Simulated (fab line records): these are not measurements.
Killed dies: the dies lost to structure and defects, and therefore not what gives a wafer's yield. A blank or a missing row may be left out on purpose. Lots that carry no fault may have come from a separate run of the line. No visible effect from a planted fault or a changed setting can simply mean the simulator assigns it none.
A single fault, viewed from 3 desks || flow n5 finfet || each desk holds nothing but its own numbers, with what lay behind them at the end

== THE DEFECT DESK ==
Lot by lot, what the route's inspections counted, given as the mean of those sampled wafers with a number. Any lot whose mean is over 4 standard deviations away from the usual mean is out of limits and marked OUT; that distance is given in the brackets.
Columns: A = raw defect count at N5_BEOL_M9_INSPECT_30, usual 404
{"lot": "L202", "first seen here": "day 11 07:01", "A": 349}
{"lot": "L203", "first seen here": "day 12 09:17", "A": 431}
{"lot": "L207", "first seen here": "day 12 14:22", "A": 469}
{"lot": "L209", "first seen here": "day 13 10:00", "A": 378}
{"lot": "L211", "first seen here": "day 13 19:47", "A": 342}
{"lot": "L213", "first seen here": "day 13 21:31", "A": 320}
{"lot": "L216", "first seen here": "day 14 20:54", "A": 413}
This desk found nothing out of limits on any of the 7 lots.

== FOR THE TOOL OWNER'S DESK: rie diel-04 ==
The tool's own readings at N5_BEOL_M9_VIA_ETCH_34 (etches SiCOH lowk in C4F6/O2, target depth 182.4 nm, time 68.4 s): means of the sampled wafers that have a number, for each lot that ran on this tool. Any lot whose mean is over 4 standard deviations away from the usual mean is out of limits and marked OUT; that distance is given in the brackets.
Columns: A = C4F6_flow_sccm at N5_BEOL_M9_VIA_ETCH_34, usual 10.00 sccm; B = drypump motor current A at N5_BEOL_M9_VIA_ETCH_34, usual 5.5 A; C = oes product au at N5_BEOL_M9_VIA_ETCH_34, usual 0.78 a.u.; D = rf vpp V at N5_BEOL_M9_VIA_ETCH_34, usual 669 V; E = showerhead plenum p Torr at N5_BEOL_M9_VIA_ETCH_34, usual 2.87 Torr; F = throttle valve pct at N5_BEOL_M9_VIA_ETCH_34, usual 20.98 %
{"lot": "L203", "first seen here": "day 12 09:30", "A": 9.98, "B": 5.0, "C": 0.73, "D": 678, "E": 2.90, "F": 21.03}
{"lot": "L207", "first seen here": "day 12 14:34", "A": 9.98, "B": 5.2, "C": 0.81, "D": 664, "E": 2.76, "F": 20.83}
{"lot": "L211", "first seen here": "day 13 20:00", "A": 10.00, "B": 5.1, "C": 0.79, "D": 651, "E": 2.70, "F": 21.00}
{"lot": "L213", "first seen here": "day 13 21:46", "A": 9.96, "B": 5.1, "C": 0.82, "D": 677, "E": 2.88, "F": 21.08}
This desk found nothing out of limits on any of the 4 lots.

== AT THE METROLOGY DESK ==
Means of the sampled wafers that have a number, per lot and without regard to the tool the lot ran on: this is what the gauges read. Any lot whose mean is over 4 standard deviations away from the usual mean is out of limits and marked OUT; that distance is given in the brackets.
Columns: A = cd nm at N5_BEOL_M9_CD_MEAS_28, usual 69.93 nm; B = V8_OVL at N5_BEOL_M9_OVL_MEAS_29, usual 0.0 nm
{"lot": "L202", "first seen here": "day 11 06:56", "A": 69.69, "B": -0.8}
{"lot": "L203", "first seen here": "day 12 09:11", "A": 69.68, "B": -0.0}
{"lot": "L207", "first seen here": "day 12 14:16", "A": 69.92, "B": 0.4}
{"lot": "L209", "first seen here": "day 13 09:55", "A": 69.74, "B": -1.0}
{"lot": "L211", "first seen here": "day 13 19:41", "A": 70.20, "B": 0.0}
{"lot": "L213", "first seen here": "day 13 21:26", "A": 70.09, "B": -0.3}
{"lot": "L216", "first seen here": "day 14 20:49", "A": 70.04, "B": 0.2}
This desk found nothing out of limits on any of the 7 lots.

== ALL TOGETHER ==
Nothing out of limits was seen by the defect desk.
Nothing out of limits was seen by the tool owner's desk.
The metrology desk saw nothing out of limits.

== WHAT HAD BEEN PUT IN BY THE SIMULATOR ==
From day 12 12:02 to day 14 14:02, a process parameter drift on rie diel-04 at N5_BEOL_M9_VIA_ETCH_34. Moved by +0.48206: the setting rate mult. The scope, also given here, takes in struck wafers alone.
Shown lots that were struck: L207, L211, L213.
